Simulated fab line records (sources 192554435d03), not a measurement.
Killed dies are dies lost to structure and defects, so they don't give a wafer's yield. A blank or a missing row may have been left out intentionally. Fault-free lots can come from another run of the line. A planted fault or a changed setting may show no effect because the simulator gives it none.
fab line records	flow n5_finfet	part 1 of 2: steps 1 to 3 of 6
record: lots: 17	wafers: 51	last_day: 17
route steps=1938 shown FIN_SAQP@115 FIN_CUT@169 STI_FIN_REVEAL@204
lots with no fault: from the same line, run without faults
start_h: the number of hours between the record's first day and the start of the first shown wafer of the lot	wait_h: hours since the lot's step before	" the same as in the row above	L1.1+2: a single row standing in for several wafers	- no value present, or no start provided	* or withheld: withheld	< > ~ a bound
route shown NAME@n: names a module that has steps shown in the file, with the first one's number in the route	usual: mean/standard deviation of fault-free wafers	same: alike in all rows	chamber/n: place in a boat	sites: per-site readings	_std_site: standard deviation across them	_edge_site: the outer-site mean with the inner-site mean subtracted	radius_mm: how far each site lies from the wafer's centre	mask NAME#n: copy n	behind: the tool/chamber that last shaped the wafer	hold: reason for holding the lot/hours on hold/outcome of the hold	device: which transistor (n, p or np) failed to switch	end of line: the same wafers' tests at the end of the route	a step given without rows: its recipe and nothing more	killed: dies that structure and defects cost at the first sort, which is not the same as the wafer's yield	map: a wafer's dies, marking killed ones x, the rest . and places with no die _
set.NAME: setting as actually run; set.NAME@STEP: the setting as run at that earlier step	model.NAME: the simulator's own value behind a step, which no gauge read
steps of the route over a sample of lots; a table a step, a row a wafer
services: when a tool's chamber went out of use (start_h, in hours from the record's first day, below 0 if earlier), for how many hours, and the reason
== steps ==
step: N5_FIN_SAQP_ETCH_51
recipe: chemistry: CF4	target: SiARC	target_depth_a: 455	mask_material: CAR-ArF	time_s: 75.8	ion_energy_ev: 80	pressure_mtorr: 40	source_w: 545	bias_w: 36	Ar_flow_sccm: 100	cf4_flow_sccm: 100	ends: cleared
usual: chamber_pressure_mTorr: 40.00/0.036	drypump_motor_current_A: 5.7/0.42	etch_rf_on_time_s: 75.1/1.5	mfc_ar_sccm: 99.96/0.29	oes_product_au: 0.69/0.083	rf_vpp_V: 184.1/1.2	showerhead_plenum_p_Torr: 2.14/0.066	throttle_valve_pct: 15.58/0.27
lot.wafer	tool	chamber	start_h	wait_h	chamber_pressure_mTorr	drypump_motor_current_A	etch_rf_on_time_s	mfc_ar_sccm	oes_product_au	rf_hours_counter_h	rf_vpp_V	showerhead_plenum_p_Torr	throttle_valve_pct
L077.2	rie_diel-05	0	39.63	0.0	39.95	5.6	76.7	99.69	0.76	20	186.1	2.25	15.07
L077.3	"	1	"	"	40.02	5.5	75.6	99.52	0.67	140	184.6	2.16	16.02
L077.6	"	1	"	"	39.98	5.5	75.8	99.80	0.67	-	183.5	2.16	16.03
L078.2	rie_diel-01	2	45.79	0.0	39.96	5.8	75.5	99.98	0.63	173	182.7	2.13	15.95
L078.3	"	1	"	"	40.03	5.6	75.8	100.06	0.59	249	184.9	2.19	15.63
L078.5	"	0	"	"	40.03	5.1	74.3	99.61	0.78	-	184.5	2.11	15.22
L080.2	rie_diel-03	0	58.08	0.0	40.00	5.5	76.5	100.35	0.60	207	183.1	2.04	15.47
L080.3	"	3	"	"	40.01	5.6	75.5	100.05	0.75	53	185.5	2.26	15.52
L080.6	"	0	"	"	39.98	5.5	75.9	100.65	0.60	-	181.8	2.04	15.47
L082.1	rie_diel-05	3	70.26	0.0	39.98	5.6	75.1	99.82	0.64	152	185.1	2.15	15.66
L082.2	"	0	"	"	39.99	5.5	77.4	99.49	0.74	34	184.0	2.25	15.11
L082.4	"	1	"	"	40.04	5.5	76.1	99.69	0.66	-	183.6	2.15	16.05
L084.1	rie_diel-03	2	82.03	0.0	39.98	5.9	73.4	99.77	0.83	1	184.6	2.11	15.40
L084.5	"	0	"	"	39.96	5.5	75.8	99.77	0.60	-	181.0	2.03	15.48
L084.6	"	3	"	"	39.97	5.7	74.4	100.26	0.74	-	184.2	2.26	15.54
L085.4	rie_diel-01	1	88.55	0.0	39.99	5.6	70.4	99.85	0.85	6	185.3	2.18	15.13
L085.5	"	0	"	"	39.98	5.1	72.6	99.67	0.76	-	182.5	2.11	15.28
L085.6	"	3	"	"	39.96	5.2	74.8	99.87	0.78	-	184.6	2.09	15.48
L086.1	rie_diel-03	0	94.68	0.0	40.04	5.5	76.8	100.13	0.59	222	182.9	2.03	15.52
L086.3	"	2	"	"	39.99	5.9	73.8	99.75	0.81	5	182.4	2.10	15.43
L086.4	"	3	"	"	40.08	5.6	75.3	99.68	0.74	-	186.7	2.26	15.55
L087.2	rie_diel-01	0	101.36	0.0	39.97	5.1	73.6	100.24	0.75	39	183.2	2.10	15.26
L087.5	"	2	"	"	40.01	5.8	76.0	100.24	0.61	-	183.5	2.12	15.99
L087.6	"	0	"	"	40.02	5.1	72.8	99.70	0.75	-	183.1	2.10	15.28
L089.1	rie_diel-03	2	112.43	0.0	40.01	5.9	74.0	99.85	0.79	13	183.8	2.10	15.43
L089.3	"	1	"	"	40.06	6.7	73.3	99.83	0.84	5	184.6	2.11	15.40
L089.5	"	0	"	"	40.03	5.5	77.9	100.16	0.59	-	183.0	2.03	15.53
L090.3	rie_diel-01	0	118.68	0.0	39.98	5.1	73.0	100.06	0.74	47	183.5	2.10	15.28
L090.4	"	3	"	"	40.01	5.2	74.8	99.84	0.76	29	184.1	2.09	15.50
L090.6	"	0	"	"	40.03	5.1	73.3	100.27	0.74	-	183.6	2.10	15.28
L091.1	rie_diel-03	2	124.55	0.0	39.99	5.9	74.3	100.00	0.78	18	182.5	2.10	15.44
L091.3	"	3	"	"	39.94	5.6	75.4	99.79	0.73	80	186.2	2.25	15.56
L091.5	"	2	"	"	40.03	5.9	74.3	100.43	0.78	-	182.6	2.10	15.43
L092.1	rie_diel-05	1	130.98	0.0	40.03	5.5	76.0	99.66	0.64	179	183.2	2.15	16.10
L092.2	"	3	"	"	39.99	5.5	74.4	99.84	0.64	173	184.5	2.14	15.70
L092.6	"	3	"	"	40.04	5.6	73.8	100.32	0.64	-	184.3	2.14	15.69
L093.1	rie_diel-05	0	136.96	0.0	39.98	5.6	78.2	100.10	0.70	52	186.0	2.24	15.11
L093.3	"	3	"	"	39.99	5.6	75.0	100.35	0.63	177	184.4	2.14	15.71
L093.4	"	2	"	"	39.96	6.2	78.6	99.70	0.59	209	185.2	2.19	15.73
L094.1	rie_diel-03	0	145.03	0.0	39.99	5.5	76.8	100.34	0.58	236	183.7	2.03	15.54
L094.5	"	3	"	"	40.00	5.6	74.5	100.38	0.73	-	184.5	2.25	15.57
L094.6	"	2	"	"	40.05	5.9	73.3	99.40	0.77	-	182.7	2.10	15.45
L095.2	rie_diel-01	3	148.84	0.0	40.02	5.2	75.3	100.08	0.74	39	183.1	2.09	15.51
L095.3	"	2	"	"	40.00	5.8	76.4	99.67	0.60	218	183.2	2.11	16.03
L095.5	"	3	"	"	40.03	5.2	75.6	100.16	0.75	-	183.3	2.09	15.52
L096.1	rie_diel-05	1	153.58	0.0	40.05	5.5	75.1	99.96	0.64	189	183.5	2.14	16.12
L096.2	"	0	"	"	39.96	5.6	77.6	99.72	0.70	58	184.9	2.24	15.13
L096.5	"	1	"	"	39.98	5.5	75.4	99.95	0.63	-	184.4	2.14	16.14
L097.2	rie_diel-03	2	159.89	0.0	40.02	5.9	74.3	100.26	0.76	25	182.4	2.10	15.45
L097.3	"	3	"	"	39.97	5.6	75.8	99.79	0.71	88	186.2	2.25	15.58
L097.6	"	3	"	"	40.00	5.6	75.2	100.05	0.72	-	185.2	2.25	15.59
step: N5_FIN_SAQP_SPACER1_ETCHBACK_25
recipe: chemistry: CHF3/O2	mode: anisotropic_etchback	target: SiO2	target_depth_a: 244	time_s: 12.2	pressure_mtorr: 30	source_w: 650	bias_w: 170	Ar_flow_sccm: 200	CHF3_flow_sccm: 50	O2_flow_sccm: 5	ion_energy_ev: 200
usual: chamber_pressure_mTorr: 29.998/0.029	drypump_motor_current_A: 5.6/0.36	mfc_ar_sccm: 200.0/0.62	oes_f_703_au: 0.79/0.082	oes_product_au: 0.79/0.087	rf_vpp_V: 527/8.4	showerhead_plenum_p_Torr: 2.43/0.069	throttle_valve_pct: 18.9/0.31
lot.wafer	tool	chamber	start_h	wait_h	chamber_pressure_mTorr	drypump_motor_current_A	mfc_ar_sccm	oes_f_703_au	oes_product_au	rf_hours_counter_h	rf_vpp_V	showerhead_plenum_p_Torr	throttle_valve_pct
L077.2	rie_diel-03	3	41.51	0.4	29.978	5.6	200.4	0.87	0.89	47	532	2.55	18.8
L077.3	"	0	"	"	30.010	5.5	199.7	0.70	0.71	202	520	2.30	18.7
L077.6	"	2	"	"	29.972	5.9	198.6	0.69	0.69	-	541	2.37	19.0
L078.2	rie_diel-01	0	47.85	0.4	30.044	5.1	199.6	0.91	0.92	17	529	2.37	18.5
L078.3	"	3	"	"	29.986	5.2	200.6	0.95	0.97	0	537	2.38	18.8
L078.5	"	0	"	"	30.005	5.0	199.5	0.91	0.91	-	528	2.37	18.5
L080.2	rie_diel-05	1	59.85	0.4	29.968	5.5	199.7	0.76	0.77	149	522	2.43	19.4
L080.3	"	0	"	"	29.988	5.5	199.8	0.86	0.86	29	533	2.53	18.4
L080.6	"	3	"	"	29.941	5.6	200.9	0.78	0.76	-	513	2.43	19.0
L082.1	rie_diel-05	1	73.24	0.4	30.025	5.5	199.5	0.75	0.76	156	522	2.42	19.4
L082.2	"	3	"	"	30.023	5.6	199.8	0.78	0.76	153	513	2.43	19.0
L082.4	"	3	"	"	30.015	5.6	200.1	0.78	0.76	-	513	2.43	19.0
L084.1	rie_diel-03	2	83.89	0.4	30.005	5.9	199.4	0.95	0.97	2	543	2.36	18.7
L084.5	"	0	"	"	29.949	5.5	199.3	0.68	0.69	-	521	2.29	18.8
L084.6	"	3	"	"	29.917	5.6	199.8	0.85	0.87	-	534	2.54	18.9
L085.4	rie_diel-05	3	90.90	0.4	29.951	5.5	200.4	0.78	0.75	160	513	2.42	19.0
L085.5	"	3	"	"	30.039	5.6	201.3	0.77	0.75	-	513	2.42	19.0
L085.6	"	0	"	"	29.968	5.6	200.4	0.85	0.85	-	535	2.53	18.4
L086.1	rie_diel-05	2	97.65	0.4	29.972	6.1	198.9	0.70	0.71	195	526	2.48	19.0
L086.3	"	0	"	"	29.996	5.5	200.8	0.84	0.86	42	533	2.53	18.4
L086.4	"	3	"	"	30.014	5.6	200.4	0.77	0.76	163	512	2.42	19.0
L087.2	rie_diel-05	3	103.40	0.4	29.968	5.6	198.9	0.76	0.75	164	512	2.42	19.0
L087.5	"	2	"	"	30.031	6.2	199.9	0.69	0.71	-	526	2.48	19.0
L087.6	"	3	"	"	29.967	5.6	198.9	0.77	0.75	-	512	2.42	19.0
L089.1	rie_diel-03	2	114.23	0.4	29.980	6.0	199.4	0.90	0.93	14	541	2.36	18.7
L089.3	"	3	"	"	29.988	5.6	200.8	0.83	0.85	76	532	2.54	18.9
L089.5	"	3	"	"	29.938	5.6	200.1	0.83	0.86	-	534	2.54	18.9
L090.3	rie_diel-03	3	120.50	0.4	29.964	5.6	199.8	0.83	0.85	79	532	2.54	18.9
L090.4	"	2	"	"	29.967	5.9	200.2	0.90	0.91	16	542	2.36	18.7
L090.6	"	2	"	"	29.962	5.9	199.8	0.90	0.92	-	541	2.36	18.8
L091.1	rie_diel-05	3	126.35	0.4	30.027	5.5	200.6	0.76	0.75	171	513	2.42	19.0
L091.3	"	1	"	"	30.010	5.5	201.4	0.74	0.76	177	524	2.42	19.4
L091.5	"	1	"	"	29.948	5.5	200.2	0.74	0.75	-	523	2.42	19.4
L092.1	rie_diel-05	1	133.12	0.4	29.980	5.5	200.1	0.73	0.76	181	524	2.41	19.4
L092.2	"	3	"	"	30.016	5.6	200.4	0.76	0.75	174	515	2.42	19.0
L092.6	"	2	"	"	30.019	6.2	199.3	0.69	0.70	-	526	2.48	19.0
L093.1	rie_diel-01	0	139.16	0.7	30.030	5.1	200.0	0.85	0.85	55	529	2.35	18.6
L093.3	"	2	"	"	30.015	5.8	199.0	0.70	0.71	212	525	2.37	19.3
L093.4	"	2	"	"	30.004	5.7	200.9	0.70	0.71	-	525	2.37	19.2
L094.1	rie_diel-01	0	146.87	0.4	29.995	5.0	200.2	0.84	0.84	60	527	2.35	18.6
L094.5	"	0	"	"	30.019	5.1	200.3	0.84	0.84	-	528	2.35	18.6
L094.6	"	1	"	"	29.976	5.6	199.8	0.92	0.92	-	524	2.45	18.5
L095.2	rie_diel-03	0	150.62	0.4	29.990	5.5	200.2	0.68	0.68	237	520	2.28	18.8
L095.3	"	3	"	"	29.967	5.6	199.7	0.83	0.85	84	533	2.53	18.9
L095.5	"	0	"	"	29.920	5.5	200.4	0.67	0.67	-	520	2.28	18.8
L096.1	rie_diel-01	2	155.75	0.7	29.965	5.8	199.4	0.70	0.71	220	524	2.37	19.3
L096.2	"	1	"	"	29.984	5.6	199.8	0.91	0.92	26	525	2.45	18.5
L096.5	"	3	"	"	29.959	5.2	199.7	0.84	0.87	-	535	2.36	18.9
L097.2	rie_diel-05	0	161.66	0.4	30.004	5.5	199.6	0.81	0.82	61	533	2.52	18.4
L097.3	"	1	"	"	30.007	5.5	199.7	0.73	0.74	192	523	2.41	19.4
L097.6	"	1	"	"	29.989	5.5	199.5	0.73	0.74	-	523	2.41	19.4
step: N5_FIN_SAQP_HM_OPEN_33
recipe: chemistry: CH3F/O2	target: SiNx	mask_material: SiO2	target_depth_a: 494	time_s: 70.6	pressure_mtorr: 30	source_w: 395	bias_w: 73	Ar_flow_sccm: 150	CH3F_flow_sccm: 30	O2_flow_sccm: 20	ion_energy_ev: 120	ends: cleared
usual: chamber_pressure_mTorr: 30.001/0.028	drypump_motor_current_A: 5.6/0.41	etch_rf_on_time_s: 68.6/1.6	mfc_ar_sccm: 150.0/0.45	oes_f_703_au: 0.80/0.086	oes_product_au: 0.69/0.08	rf_vpp_V: 299/4.6	showerhead_plenum_p_Torr: 2.00/0.06	throttle_valve_pct: 16.31/0.29
lot.wafer	tool	chamber	start_h	wait_h	chamber_pressure_mTorr	drypump_motor_current_A	etch_rf_on_time_s	mfc_ar_sccm	oes_f_703_au	oes_product_au	rf_hours_counter_h	rf_vpp_V	showerhead_plenum_p_Torr	throttle_valve_pct
L077.2	rie_diel-05	0	43.43	0.0	29.976	5.5	70.0	149.3	0.86	0.76	21	303	2.11	15.80
L077.3	"	2	"	"	30.001	6.2	70.7	150.5	0.71	0.61	187	298	2.06	16.45
L077.6	"	3	"	"	30.044	5.6	70.0	150.1	0.79	0.66	-	291	2.02	16.40
L078.2	rie_diel-05	3	49.92	0.3	29.948	5.6	67.9	149.8	0.79	0.66	140	292	2.02	16.42
L078.3	"	0	"	"	30.043	5.5	68.1	150.0	0.87	0.76	23	303	2.11	15.81
L078.5	"	3	"	"	29.989	5.6	68.4	150.4	0.80	0.65	-	292	2.02	16.42
L080.2	rie_diel-05	1	61.67	0.0	29.973	5.5	69.0	150.7	0.77	0.66	150	296	2.01	16.76
L080.3	"	3	"	"	30.004	5.6	67.8	149.7	0.79	0.66	147	292	2.02	16.43
L080.6	"	3	"	"	30.023	5.6	68.8	149.8	0.79	0.65	-	290	2.02	16.42
L082.1	rie_diel-03	0	75.12	0.1	30.014	5.5	68.8	149.5	0.69	0.60	214	295	1.90	16.21
L082.2	"	1	"	"	30.013	6.7	68.6	150.4	0.70	0.60	253	306	1.95	16.53
L082.4	"	1	"	"	29.971	6.7	68.8	150.0	0.69	0.60	-	307	1.95	16.51
L084.1	rie_diel-03	3	86.14	0.0	29.951	5.6	66.1	150.3	0.85	0.75	66	303	2.11	16.26
L084.5	"	2	"	"	30.010	5.9	67.5	149.5	0.94	0.83	-	307	1.96	16.13
L084.6	"	0	"	"	30.014	5.5	69.2	150.0	0.68	0.59	-	295	1.89	16.22
L085.4	rie_diel-01	1	92.88	0.0	30.001	5.6	66.9	150.1	0.98	0.82	7	298	2.04	15.83
L085.5	"	3	"	"	30.015	5.2	68.7	149.9	0.87	0.78	-	304	1.97	16.30
L085.6	"	0	"	"	30.025	5.1	68.6	150.9	0.87	0.75	-	300	1.96	15.96
L086.1	rie_diel-01	3	100.43	0.1	29.978	5.2	67.1	150.1	0.86	0.78	22	302	1.96	16.32
L086.3	"	0	"	"	29.973	5.1	66.5	149.7	0.86	0.75	38	299	1.96	15.99
L086.4	"	2	"	"	29.960	5.8	69.1	150.2	0.71	0.62	-	297	1.97	16.68
L087.2	rie_diel-03	2	105.19	0.0	29.977	5.9	65.7	150.0	0.90	0.80	10	307	1.96	16.17
L087.5	"	1	"	"	30.047	6.7	68.0	150.7	0.98	0.85	-	305	1.95	16.05
L087.6	"	0	"	"	30.034	5.5	70.1	149.9	0.69	0.59	-	296	1.89	16.23
L089.1	rie_diel-05	1	116.03	0.0	30.028	5.5	68.3	150.7	0.75	0.65	173	298	2.00	16.78
L089.3	"	0	"	"	30.073	5.5	70.8	149.3	0.83	0.72	47	302	2.10	15.85
L089.5	"	2	"	"	30.003	6.2	72.2	150.3	0.69	0.60	-	299	2.06	16.46
L090.3	rie_diel-05	2	122.36	0.0	29.984	6.1	67.3	149.8	0.69	0.61	202	298	2.06	16.48
L090.4	"	2	"	"	29.972	6.2	69.5	150.4	0.69	0.60	-	299	2.06	16.47
L090.6	"	3	"	"	30.014	5.6	67.3	150.1	0.77	0.64	-	292	2.01	16.46
L091.1	rie_diel-03	1	128.71	0.0	30.007	6.7	66.1	150.4	0.95	0.82	12	307	1.95	16.08
L091.3	"	0	"	"	29.979	5.5	69.8	150.5	0.68	0.58	235	293	1.89	16.25
L091.5	"	1	"	"	29.975	6.7	68.5	150.6	0.95	0.81	-	307	1.95	16.07
L092.1	rie_diel-01	3	135.27	0.1	29.983	5.2	65.7	149.8	0.84	0.75	36	305	1.96	16.33
L092.2	"	2	"	"	30.005	5.8	68.4	149.6	0.70	0.61	210	298	1.97	16.70
L092.6	"	2	"	"	29.978	5.8	68.7	150.2	0.70	0.62	-	298	1.97	16.69
L093.1	rie_diel-01	0	141.51	0.1	29.991	5.1	67.9	149.8	0.83	0.72	57	301	1.95	16.03
L093.3	"	2	"	"	30.015	5.8	69.3	150.5	0.70	0.61	214	300	1.97	16.71
L093.4	"	2	"	"	30.017	5.8	69.2	150.9	0.70	0.61	-	298	1.97	16.72
L094.1	rie_diel-05	3	148.66	0.0	30.031	5.6	69.8	149.6	0.76	0.61	182	291	2.01	16.52
L094.5	"	3	"	"	29.970	5.6	71.3	149.7	0.76	0.62	-	291	2.01	16.51
L094.6	"	2	"	"	29.978	6.2	72.4	149.4	0.68	0.59	-	298	2.05	16.50
L095.2	rie_diel-01	2	152.78	0.0	30.023	5.8	68.0	149.6	0.70	0.61	219	298	1.97	16.71
L095.3	"	0	"	"	30.063	5.0	66.8	150.0	0.82	0.72	62	300	1.95	16.04
L095.5	"	2	"	"	29.986	5.8	69.5	149.6	0.69	0.61	-	299	1.96	16.70
L096.1	rie_diel-03	3	157.61	0.0	30.021	5.6	68.7	149.9	0.82	0.71	87	302	2.10	16.31
L096.2	"	1	"	"	29.995	6.7	67.0	149.6	0.93	0.80	17	306	1.95	16.08
L096.5	"	0	"	"	29.979	5.5	71.5	150.3	0.67	0.57	-	293	1.89	16.27
L097.2	rie_diel-03	3	163.78	0.1	29.983	5.6	67.8	150.5	0.82	0.72	89	303	2.10	16.32
L097.3	"	1	"	"	29.979	6.7	67.1	149.0	0.92	0.80	19	307	1.95	16.07
L097.6	"	1	"	"	29.950	6.7	68.1	150.5	0.93	0.80	-	306	1.95	16.09
